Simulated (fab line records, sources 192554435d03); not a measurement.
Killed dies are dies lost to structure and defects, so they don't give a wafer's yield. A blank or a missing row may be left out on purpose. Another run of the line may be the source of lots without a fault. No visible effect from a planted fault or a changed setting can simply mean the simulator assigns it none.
Split-lot study | flow n5 finfet | 39 wafers read across 7 lots, on a route 1938 steps long

== THE SPLIT ==
At N5_DUMMY_GATE_ETCH_31 (etches SiO2 in C4F6/O2, target depth 82.5 nm, time 27.5 s), the setting target depth a was moved away from the recipe's 825 angstrom on 12 of the 39 wafers read, by -6.7% to +5.1%. For the rest of the wafers, this setting stayed at what the recipe calls for.

The split's own step is where the reading is taken.

== THE READING ==
etch.depth nm (the simulator's own value, which no gauge read), in nm, at N5_DUMMY_GATE_ETCH_31 (etches SiO2 in C4F6/O2, target depth 82.5 nm, time 27.5 s). No usual value for it is given in the file. The 27 wafers here that ran the recipe average 82.82 nm, standard deviation 1.1 nm.

wafer  | tool, chamber at the split | target depth a as run, angstrom | against the recipe | etch.depth nm, nm | against lot-mates on the recipe
L075.1 | rie diel-03, 2             | 770.1                           | -6.7%              | 77.5              | -4.39
L075.2 | rie diel-03, 1             | 825                             | recipe             | 82.32             | -
L075.3 | rie diel-03, 0             | 825                             | recipe             | 80.71             | -
L075.4 | rie diel-03, 3             | 825                             | recipe             | 82.64             | -
L075.5 | rie diel-03, 1             | 770.1                           | -6.7%              | 77.1              | -4.79
L075.6 | rie diel-03, 0             | 770.1                           | -6.7%              | 76.32             | -5.57
L081.1 | rie diel-01, 0             | 825                             | recipe             | 83.59             | -
L081.2 | rie diel-01, 2             | 825                             | recipe             | 84.94             | -
L081.3 | rie diel-01, 3             | 825                             | recipe             | 82.4              | -
L084.1 | rie diel-01, 3             | 825                             | recipe             | 82.8              | -
L084.2 | rie diel-01, 2             | 825                             | recipe             | 84.57             | -
L084.3 | rie diel-01, 0             | 825                             | recipe             | 82.95             | -
L084.4 | rie diel-01, 1             | 825                             | recipe             | 84.33             | -
L084.5 | rie diel-01, 3,0           | 825                             | recipe             | 84.03             | -
L084.6 | rie diel-01, 3,0           | 825                             | recipe             | 84.03             | -
L086.1 | rie diel-02, 3             | 825                             | recipe             | 80.76             | -
L086.2 | rie diel-02, 2             | 825                             | recipe             | 83.18             | -
L086.3 | rie diel-02, 1             | 825                             | recipe             | 82.48             | -
L086.4 | rie diel-02, 0             | 825                             | recipe             | 82.26             | -
L086.5 | rie diel-02, 2             | 825                             | recipe             | 82.82             | -
L086.6 | rie diel-02, 3             | 825                             | recipe             | 81.08             | -
L087.1 | rie diel-03, 0             | 788.1                           | -4.5%              | 77.69             | -5.55
L087.2 | rie diel-03, 2             | 788.1                           | -4.5%              | 79.38             | -3.86
L087.3 | rie diel-03, 1             | 825                             | recipe             | 82.13             | -
L087.4 | rie diel-03, 3             | 825                             | recipe             | 84.69             | -
L087.5 | rie diel-03, 3             | 788.1                           | -4.5%              | 81.27             | -1.97
L087.6 | rie diel-03, 2             | 825                             | recipe             | 82.9              | -
L095.1 | rie diel-02, 3             | 825                             | recipe             | 80.97             | -
L095.2 | rie diel-02, 0             | 866.9                           | +5.1%              | 86.41             | +4.42
L095.3 | rie diel-02, 1             | 866.9                           | +5.1%              | 86.42             | +4.43
L095.4 | rie diel-02, 2             | 866.9                           | +5.1%              | 87.3              | +5.31
L095.5 | rie diel-02, 2             | 825                             | recipe             | 83.17             | -
L095.6 | rie diel-02, 1             | 825                             | recipe             | 81.82             | -
L096.1 | rie diel-01, 0             | 825                             | recipe             | 82.17             | -
L096.2 | rie diel-01, 2             | 852                             | +3.3%              | 87.41             | +4.58
L096.3 | rie diel-01, 1             | 825                             | recipe             | 83.41             | -
L096.4 | rie diel-01, 3             | 852                             | +3.3%              | 85.31             | +2.48
L096.5 | rie diel-01, 0             | 852                             | +3.3%              | 85.24             | +2.41
L096.6 | rie diel-01, 1             | 825                             | recipe             | 82.9              | -
The file does not say which wafer passed through which chamber wherever a row lists several chambers: such a row stands for several wafers.

THE FIT
A straight line over all 39 wafers: etch.depth nm changes by +0.835 nm for each +1% of target depth a; r = +0.90; the points scatter about the line by 1.1 nm.
The same after taking each lot's own level away (the mean of its wafers on the recipe; 39 wafers): +0.837 nm for each +1%; r = +0.93; scatter 0.93 nm.
Per that fit: largest target depth a move, reading shift of 5.6 nm.
From 81.890 to 83.785 nm: that is the span of the lots' own levels, equal to 1.7 times the standard deviation above.
The two slopes agree, so the slope changes little with the lot-to-lot level.
Check: for one of the wafers moved furthest among these (-6.7%), held out of the fit, the line's prediction against its lot-mates is -5.66 nm. It came out at -4.39 nm against them.

== OTHER SPLITS APPLIED TO THESE WAFERS ==
These wafers also went through other splits before the reading. Each is held against what the fit with the lots' levels taken away leaves over:
other split on the same wafers | wafers away from the commonest value | r with etch.depth nm (lot level and that fit taken away)
N5_FIN_SAQP_ETCH_34 source w   | 9                                    | -0.11

== THE FILE'S OWN FIT ==
etch.depth nm changes by +0.834 nm for each +1% of target depth a, r = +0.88.
